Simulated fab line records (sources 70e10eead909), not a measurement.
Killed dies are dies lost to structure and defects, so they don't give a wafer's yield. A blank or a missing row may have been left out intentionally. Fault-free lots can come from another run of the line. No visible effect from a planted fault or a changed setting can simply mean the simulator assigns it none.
Matching of chambers | flow nand_harc | cmp-01 running NHARC_P_M2_CMP_23: 4 sister chambers
The step polishes, t overpolish 20 s, target thk 144.3 nm. 8 wafers are shown with their chamber, then 8 later ones without.

## WAFERS PAIRED WITH THEIR CHAMBERS
wafer  | chamber | motor_current_A (A) | time_to_endpoint_s (s)
L991.2 | 3       | 12.2                | 29.1
L994.1 | 0       | 12.1                | 27.3
L994.4 | 2       | 11.4                | 26.6
L994.6 | 3       | 12.2                | 25.6
L996.1 | 1       | 11.2                | 28.0
L996.5 | 0       | 11.8                | 26.4
L996.6 | 1       | 12.2                | 25.1
L997.1 | 2       | 11.4                | 24.5

## WAFERS WITH NO CHAMBER GIVEN
wafer  | motor_current_A (A) | time_to_endpoint_s (s)
L997.4 | 12.6                | 25.2
L997.5 | 11.7                | 25.8
L998.1 | 11.3                | 31.1
L998.2 | 12.0                | 32.5
L998.4 | 12.0                | 29.7
L999.2 | 11.9                | 26.3
L999.4 | 11.8                | 27.8
L999.6 | 12.1                | 27.1

## THE CHAMBER EACH PASSED THROUGH
wafer  | from the rows above               | in truth
L997.4 | can't be placed: 3 or 0 or 1 or 2 | 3
L997.5 | can't be placed: 1 or 2 or 0 or 3 | 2
L998.1 | can't be placed: 1 or 0 or 2 or 3 | 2
L998.2 | can't be placed: 3 or 0 or 1 or 2 | 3
L998.4 | can't be placed: 3 or 0 or 1 or 2 | 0
L999.2 | can't be placed: 0 or 1 or 3 or 2 | 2
L999.4 | can't be placed: 0 or 1 or 3 or 2 | 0
L999.6 | can't be placed: 3 or 0 or 1 or 2 | 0
0 of 8 placed correctly. From these rows, 8 cannot be placed; in 8 the true chamber is one of the candidates. Placed wrongly: 0.
How it was worked out, from the rows above alone: a wafer's distance from a chamber is the root of the sum, over the readings, of the square of ((its reading less the chamber's mean) divided by the reading's scatter). If the next closest chamber is less than 2 further off than the closest, the wafer can't be placed; otherwise it belongs to the closest. Each chamber's mean is taken over the wafers shown for it. How the scatter is found: for the shown wafers, subtract from each reading the mean of its chamber, square and add these, divide the total by (wafers less chambers), then take the root.
